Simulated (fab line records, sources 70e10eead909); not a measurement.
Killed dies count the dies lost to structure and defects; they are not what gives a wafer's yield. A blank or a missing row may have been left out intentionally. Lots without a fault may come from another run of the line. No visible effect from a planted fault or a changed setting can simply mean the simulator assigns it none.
A single fault, viewed from 3 desks + flow nandHarc + every desk sees just its own numbers, and what lay behind them comes last

## AT THE METROLOGY DESK
Means of the sampled wafers that have a number, per lot and without regard to the tool the lot ran on: this is what the gauges read. The brackets show how far a lot's mean lies from the usual mean; more than 4 standard deviations puts the lot out of limits, marked OUT.
Columns: A = cdNm at NHARC_A_BLC_CD_MEAS_10, usual 100.0 nm; B = overlayXNm at NHARC_A_BLC_OVL_MEAS_11, usual 0.3 nm; C = overlayYNm at NHARC_A_BLC_OVL_MEAS_11, usual 0.0 nm
| lot  | first seen here | A     | B    | C    |
|------|-----------------|-------|------|------|
| L983 | day 18 00:21    | 100.4 | -1.1 | -0.1 |
| L986 | day 18 22:28    | 99.9  | 0.8  | -1.0 |
| L992 | day 20 02:41    | 99.4  | -0.5 | -1.5 |
| L991 | day 20 19:52    | 101.0 | 1.0  | -0.5 |
| L998 | day 21 14:55    | 99.0  | -1.1 | 0.9  |
| L996 | day 21 15:12    | 99.6  | 0.8  | 0.1  |
This desk found nothing out of limits on any of the 6 lots.

## TOOL OWNER'S DESK, rieDiel-02
The tool's own readings at NHARC_A_BLC_ETCH_17 (etches the open film in N2/H2, target depth 390 nm, time 609.38 s): means of the sampled wafers that have a number, for each lot that ran on this tool. The brackets show how far a lot's mean lies from the usual mean; more than 4 standard deviations puts the lot out of limits, marked OUT.
Columns: A = drypumpMotorCurrentA at NHARC_A_BLC_ETCH_17, usual 5.4 A; B = mfcArSccm at NHARC_A_BLC_ETCH_17, usual 0.008 sccm; C = oesProductAu at NHARC_A_BLC_ETCH_17, usual 0.997 a.u.; D = rfVppV at NHARC_A_BLC_ETCH_17, usual 431.4 V; E = runLengthS at NHARC_A_BLC_ETCH_17, usual 630.8 s; F = showerheadPlenumPTorr at NHARC_A_BLC_ETCH_17, usual 2.07 Torr; G = throttleValvePct at NHARC_A_BLC_ETCH_17, usual 14.171 %
| lot  | first seen here | A   | B     | C     | D     | E               | F    | G      |
|------|-----------------|-----|-------|-------|-------|-----------------|------|--------|
| L983 | day 18 00:43    | 5.2 | 0.015 | 1.004 | 432.6 | 631.0           | 2.12 | 14.171 |
| L992 | day 20 03:34    | 5.9 | 0.011 | 0.996 | 431.1 | 638.2 (+16) OUT | 2.07 | 14.171 |
| L991 | day 20 20:16    | 6.1 | 0.007 | 0.995 | 431.2 | 638.0 (+16) OUT | 2.03 | 14.174 |
This desk's verdict: out of limits on L991, L992, starting with L992 at day 20 03:34 (runLengthS at NHARC_A_BLC_ETCH_17). L983: within limits.

## THE DEFECT DESK
Inspection counts along the route, by lot: the mean over sampled wafers that carry a number. The brackets show how far a lot's mean lies from the usual mean; more than 4 standard deviations puts the lot out of limits, marked OUT.
Columns: A = rawDefectCount at NHARC_A_BLC_INSPECT_12, usual 31
| lot  | first seen here | A  |
|------|-----------------|----|
| L983 | day 18 00:29    | 20 |
| L986 | day 18 22:35    | 45 |
| L992 | day 20 02:49    | 29 |
| L991 | day 20 19:59    | 55 |
| L998 | day 21 15:03    | 30 |
| L996 | day 21 15:20    | 38 |
This desk found nothing out of limits on any of the 6 lots.

## ALL TOGETHER
An alarm could have come from the tool owner's desk at day 20 03:34, on L991, L992.
Nothing out of limits was seen by the metrology desk.
Nothing the defect desk looked at was out of limits.
The metrology desk holds a record of L991, L992, inside its limits.
The defect desk has L991, L992 on record, within its limits.
Of the lots named, all ran NHARC_A_BLC_ETCH_17 on rieDiel-02.

## WHAT THE SIMULATOR HAD PUT IN
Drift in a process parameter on rieDiel-02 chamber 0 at NHARC_A_BLC_ETCH_17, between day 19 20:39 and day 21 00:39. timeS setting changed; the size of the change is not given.
Lots struck among those shown: L991, L992.
Each desk's first reading out of limits, in hours after the fault started: the tool owner's desk, 7.
